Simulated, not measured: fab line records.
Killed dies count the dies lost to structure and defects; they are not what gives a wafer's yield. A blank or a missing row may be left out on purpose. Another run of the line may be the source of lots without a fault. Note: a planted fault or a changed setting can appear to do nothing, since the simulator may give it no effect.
The tool behind it: which one? -- flow nand-harc -- 72 wafers sampled from 24 lots at 1 step of a route of 1302

## WHAT THE GAUGES SHOWED, per wafer
NHARC_A_CONTACT_INSPECT_71. Usual: 79 for raw-defect-count, sd 39.
lot,measured,on,raw-defect-count,flag
L074,day 21 21:18,defect-inspect-01,156 133 136,
L075,day 22 07:03,defect-inspect-02,113 94 112,
L078,day 23 05:22,defect-inspect-02,21 19 15,
L076,day 23 06:02,defect-inspect-02,88 97 119,
L079,day 23 10:21,defect-inspect-02,114 95 109,
L077,day 23 14:40,defect-inspect-02,162 149 159,
L081,day 24 02:19,defect-inspect-01,127 127 104,
L080,day 24 12:25,defect-inspect-02,87 76 96,
L084,day 25 09:34,defect-inspect-02,80 85 77,
L082,day 25 12:53,defect-inspect-01,37 43 41,
L083,day 25 13:05,defect-inspect-02,85 72 93,
L085,day 27 00:03,defect-inspect-01,22 19 27,
L086,day 27 03:13,defect-inspect-02,42 42 40,
L087,day 27 15:50,defect-inspect-02,85 81 80,
L088,day 27 17:53,defect-inspect-02,67 69 66,
L089,day 27 19:43,defect-inspect-01,54 42 63,
L090,day 28 07:34,defect-inspect-01,123 123 109,
L091,day 28 10:46,defect-inspect-01,22 14 25,
L093,day 29 01:23,defect-inspect-01,40 42 26,
L092,day 29 07:10,defect-inspect-01,161 151 170,
L095,day 30 03:35,defect-inspect-02,68 64 58,
L094,day 30 04:41,defect-inspect-02,72 87 83,
L096,day 30 21:06,defect-inspect-01,62 81 61,
L097,day 31 09:51,defect-inspect-02,61 65 70,

## TOOL THAT RAN EACH LOT (tool first, then ch and the chambers of the sampled wafers, then the start)
The record holds no process step before these readings.

## WHAT THE TOOLS THEMSELVES READ (means of the sampled wafers that have a number; where no wafer has one, the mark that the record gives instead)
The record holds no such reading with a usual standard deviation.

## THE ANSWER, worked out from the rows above alone
Rule: lot off if the mean of its wafers having a number is beyond 3 standard deviations from the usual mean. Also off: a lot with no number at a reading for which 4 or more lots have one. Any other lot the step has rows for is counted as sound. After the gauges, taken in route order, come the tools' own readings; for these a lot's mean is taken, as printed above. At the first step where some lot is off, the reading lying furthest off is the one used; lots without a number count as furthest.
No lot is off at any reading shown: from this, nothing can be told.

## WHAT WAS PUT IN BY THE SIMULATOR
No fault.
